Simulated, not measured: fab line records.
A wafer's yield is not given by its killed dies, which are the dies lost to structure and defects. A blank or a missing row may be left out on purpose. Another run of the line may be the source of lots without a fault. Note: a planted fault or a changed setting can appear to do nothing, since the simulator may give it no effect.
Comparing a struck lot with a sound one -- flow nand-harc -- 14 steps out of a route of 1302
Sound: these wafers, L665.4, L665.5, L665.6. Struck: wafer L674.2. (L674.3 of the same lot was not struck and is left out.) The cause comes at the end.
Per side, at each step with rows, come the tool, then ch with its chambers, and then its first start. Under that, the readings that differ: sound wafers -- struck wafers -- difference of the means -- sigmas: that difference in standard deviations of wafers without a fault.
alike: readings with means less than 2 such deviations apart, plus words and numbers identical on both sides. not compared: withheld readings, readings lacking a value on some wafer, bounds such as >300 that could conceal the same value, and numbers that have no deviation in the record and whose values overlap.
The two part at a step that has a row with sigmas, a row that says differs or no value, or rows on one side only. Non-overlapping numbers with no deviation appear without sigmas and do not part them. A reading that every wafer of one side lacks parts them only if that side has two wafers or more.

NHARC_A_SLIT_ETCH_26: etches the open film in C4F8/O2/Ar, time 90 s, target depth 400 nm.
  sound on har-etch-01 ch 0,1, day 20 13:07; struck on har-etch-02 ch 0, day 23 20:41
reading,sound,struck,difference,sigmas
rf-hours-counter-h (h),- - -,91,no value on the sound wafers,
  alike: drypump-motor-current-A, oes-air-line-au, showerhead-plenum-p-Torr, throttle-valve-pct
then, 1 step without rows for these wafers: NHARC_A_SLIT_STRIP_28 (strips in O2/COS).
NHARC_A_SLIT_ETCH_29: etches the open film in CF4/O2, target depth 100 nm, overetch 10 nm, time 55 s.
  sound on rie-diel-05 ch 0,2,3, day 20 13:58; struck on rie-diel-04 ch 0, day 23 21:35
reading,sound,struck,difference,sigmas
throttle-valve-pct (%),13.398 13.398 13.414,13.383,-0.020,-2
  alike: bias-w, cf4-flow-sccm, drypump-motor-current-A, oes-product-au, rf-vpp-V, showerhead-plenum-p-Torr
  not compared: rf-hours-counter-h
NHARC_A_SLIT_STRIP_18: strips in O2.
  sound on rie-diel-05 ch 1,2,3; struck on rie-diel-04 ch 1
reading,sound,struck,difference,sigmas
drypump-motor-current-A (A),5.6 6.5 6.1,5.0,-1.1,-2
oes-product-au (a.u.),0.989 0.993 0.995,1.013,+0.021,+2
  alike: rf-vpp-V, showerhead-plenum-p-Torr, throttle-valve-pct
  not compared: rf-hours-counter-h
then, 2 steps without rows for these wafers: NHARC_A_SLIT_PRECLEAN_19 (cleans in SC1); NHARC_A_SLIT_SRD_20.
NHARC_A_SLIT_CD_MEAS_21:
  sound on cd-sem-02, day 20 14:29; struck on cd-sem-02, day 23 22:07
  alike: cd-nm
then, 3 steps without rows for these wafers: NHARC_A_SIN_REMOVE_WET_00 (chemistry H3PO4, time 15300 s); NHARC_A_SIN_REMOVE_PRECLEAN_01 (cleans in SC1); NHARC_A_SIN_REMOVE_SRD_02.
NHARC_A_SIN_REMOVE_INSPECT_04:
  sound on defect-inspect-02, day 20 21:07; struck on defect-inspect-01, day 24 04:47
  alike: raw-defect-count
NHARC_A_WL_FILL_ALD_00: deposits Al2O3, target thk 3 nm, pulse time 3 s, ald cycles 30.
  sound on ald-hk-03 ch 0,1, day 20 21:10; struck on ald-hk-04 ch 1, day 24 04:51
reading,sound,struck,difference,sigmas
ald-cycles,30 30 30,23,-7,
  alike: heater-power-outer-w, heater-power-w, precursor-pulse-height-rel
NHARC_A_WL_FILL_RTA_01: time 5 s.
  sound on rtp-anneal-02 ch 0, day 20 21:31; struck on rtp-anneal-01 ch 0, day 24 05:08
  alike: lamp-power-pct, wafer_temp_C_max
NHARC_END_SORT_01:
  the record has rows for the sound wafers here (prober-01 ch 0, day 25 00:22) and none for the struck ones

## WHERE THEY PART
First at NHARC_A_SLIT_ETCH_26; last, within this record, at NHARC_END_SORT_01.

WHY: the cause the simulator had injected
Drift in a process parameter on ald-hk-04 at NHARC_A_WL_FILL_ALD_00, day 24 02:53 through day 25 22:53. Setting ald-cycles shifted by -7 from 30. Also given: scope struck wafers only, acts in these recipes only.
